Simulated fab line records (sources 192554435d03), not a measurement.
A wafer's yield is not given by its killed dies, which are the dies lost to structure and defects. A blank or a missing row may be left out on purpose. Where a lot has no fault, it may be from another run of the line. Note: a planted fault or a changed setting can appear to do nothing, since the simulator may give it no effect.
Comparing a struck lot with a sound one -- flow n5_finfet -- 15 out of 1938 route steps
Sound: the wafers L341.2, L341.5, L341.6. Struck: wafer L349.4; the same lot's L349.2 was not struck, so it is left out; see the end for the cause.
Each step with rows lists, per side, the tool, then ch with its chambers, then its first start. Under that, the readings that differ: sound wafers -- struck wafers -- difference of the means -- sigmas: that difference in standard deviations of wafers without a fault.
alike: same words and numbers on both sides, and readings whose means sit less than 2 such deviations apart. not compared: any withheld reading, any reading some wafer has no value for, any bound like >300 that may hide the same value, and any number with overlapping values for which the record gives no deviation.
The two part at a step that has a row with sigmas, a row that says differs or no value, or rows on one side only. Numbers that don't overlap but have no deviation are shown without sigmas and don't part them. Lack of a reading on every wafer of one side parts them only where that side has two or more wafers.

first, 8 steps without rows for these wafers: N5_BEOL_M11_COAT_59 (time 60 s, resist thk 100 nm); N5_BEOL_M11_COAT_60 (time 60 s, resist thk 30 nm); N5_BEOL_M11_COAT_05 (resist thk 90 nm); N5_BEOL_M11_EBR_07; N5_BEOL_M11_SOFTBAKE_06 (time 60 s); N5_BEOL_M11_EXPOSE_08 (exposes mask M11); N5_BEOL_M11_PEB_09 (peb time 60 s); N5_BEOL_M11_DEVELOP_10 (develop time 30 s).
N5_BEOL_M11_CD_MEAS_11: the cd target is 64.1 nm.
  sound on cd_sem-01 ch 0, day 14 05:29; struck on cd_sem-02 ch 0, day 16 11:25
  alike: cd_nm
N5_BEOL_M11_OVL_MEAS_12:
  sound on overlay-01 ch 0, day 14 05:31; struck on overlay-01 ch 0, day 16 11:26
  alike: M11_OVL
N5_BEOL_M11_INSPECT_13: inspects for defects (brightfield).
  sound on defect_inspect-01 at day 14 05:33; struck on defect_inspect-02 at day 16 11:28
  alike: raw_defect_count
N5_BEOL_M11_DESCUM_16: chemistry O2, time 7.9 s.
  sound on rie_diel-01 ch 0,1,2, day 14 05:35; struck on rie_diel-01 ch 3, day 16 12:02
  alike: drypump_motor_current_A, oes_product_au, rf_vpp_V, showerhead_plenum_p_Torr, throttle_valve_pct
  not compared: rf_hours_counter_h
N5_BEOL_M11_ETCH_61: etches SiARC in CF4, target depth 39 nm, time 65 s.
  sound on rie_diel-01 ch 0,1,2, day 14 05:37; struck on rie_diel-01 ch 3, day 16 12:05
reading,sound,struck,difference,sigmas
etch_rf_on_time_s (s),64.7 62.0 62.2,40.8,-22.2,-14
oes_product_au (a.u.),0.58 0.67 0.64,0.80,+0.17,+2
rf_fwd_power_W (W),539.1 540.1 532.8,530.7,-6.6,-3
showerhead_plenum_p_Torr (Torr),2.19 2.17 2.14,2.03,-0.14,-2
  alike: drypump_motor_current_A, rf_vpp_V, throttle_valve_pct
  not compared: rf_hours_counter_h
N5_BEOL_M11_ETCH_62: etches SOC in N2/H2, target depth 110 nm, overetch 22 nm, time 165 s.
  sound on rie_diel-01 ch 0,1,2, day 14 05:40; struck on rie_diel-01 ch 3, day 16 12:08
reading,sound,struck,difference,sigmas
rf_vpp_V (V),527.1 525.5 524.1,520.4,-5.2,-2
  alike: drypump_motor_current_A, oes_product_au, rf_fwd_power_W, showerhead_plenum_p_Torr, throttle_valve_pct
  not compared: rf_hours_counter_h
N5_PASSIVATION_PROBE_49:
  sound wafers here have rows in the record (prober-02, day 16 02:47); struck ones have none

## WHERE THEY PART
First at N5_BEOL_M11_ETCH_61; last, within this record, at N5_PASSIVATION_PROBE_49.

WHY: the cause the simulator had injected
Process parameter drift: rie_diel-01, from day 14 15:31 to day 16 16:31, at N5_BEOL_M11_ETCH_61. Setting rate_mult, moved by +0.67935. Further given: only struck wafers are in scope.
